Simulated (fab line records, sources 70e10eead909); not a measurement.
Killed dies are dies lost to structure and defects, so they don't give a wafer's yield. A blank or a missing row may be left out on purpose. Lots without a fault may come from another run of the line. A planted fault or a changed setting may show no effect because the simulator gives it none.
Chamber matching | flow nand_harc | NHARC_P_M1_PRE_CLEAN_32 on pecvd-01: 3 sister chambers
The step time 12 s. 14 wafers are shown with their chamber, then 7 later ones without.

WAFERS WITH THEIR CHAMBER
wafer  | chamber | heater_power_w (W)
L075.2 | 0       | 670
L075.4 | 2       | 499
L075.5 | 1       | 595
L083.3 | 2       | 538
L083.4 | 1       | 598
L083.6 | 0       | 655
L084.1 | 2       | 497
L084.2 | 1       | 591
L084.6 | 2       | 502
L088.1 | 0       | 616
L088.5 | 1       | 563
L088.6 | 2       | 501
L090.2 | 0       | 646
L090.5 | 0       | 641

SIGNATURES (means of the wafers above)
reading        | chamber 0 | chamber 1 | chamber 2 | scatter within a chamber
heater_power_w | 645.60    | 586.75    | 507.40    | 17.9
Rule: a wafer's distance from a chamber is the root of the sum, over the readings, of the square of ((its reading less the chamber's mean) divided by the reading's scatter). The wafer belongs to the nearest chamber; if the next one is less than 2 further off, it can't be placed. The scatter: the root of (the sum of the squares of (reading less its chamber's mean) over the shown wafers, divided by (wafers less chambers)).

WAFERS WITHOUT THEIR CHAMBER
wafer  | heater_power_w (W)
L090.6 | 601
L095.3 | 783
L095.4 | 521
L095.6 | 791
L097.1 | 581
L097.4 | 567
L097.5 | 786

WHICH CHAMBER EACH WENT THROUGH
wafer  | from the rows above     | in truth
L090.6 | can't be placed: 1 or 0 | 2
L095.3 | 0                       | 0
L095.4 | 2                       | 2
L095.6 | 0                       | 0
L097.1 | 1                       | 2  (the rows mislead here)
L097.4 | 1                       | 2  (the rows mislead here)
L097.5 | 0                       | 0
Placed correctly: 4 of 7. Can't be placed from these rows: 1 (the true chamber is among the candidates in 0). Placed wrongly: 2.
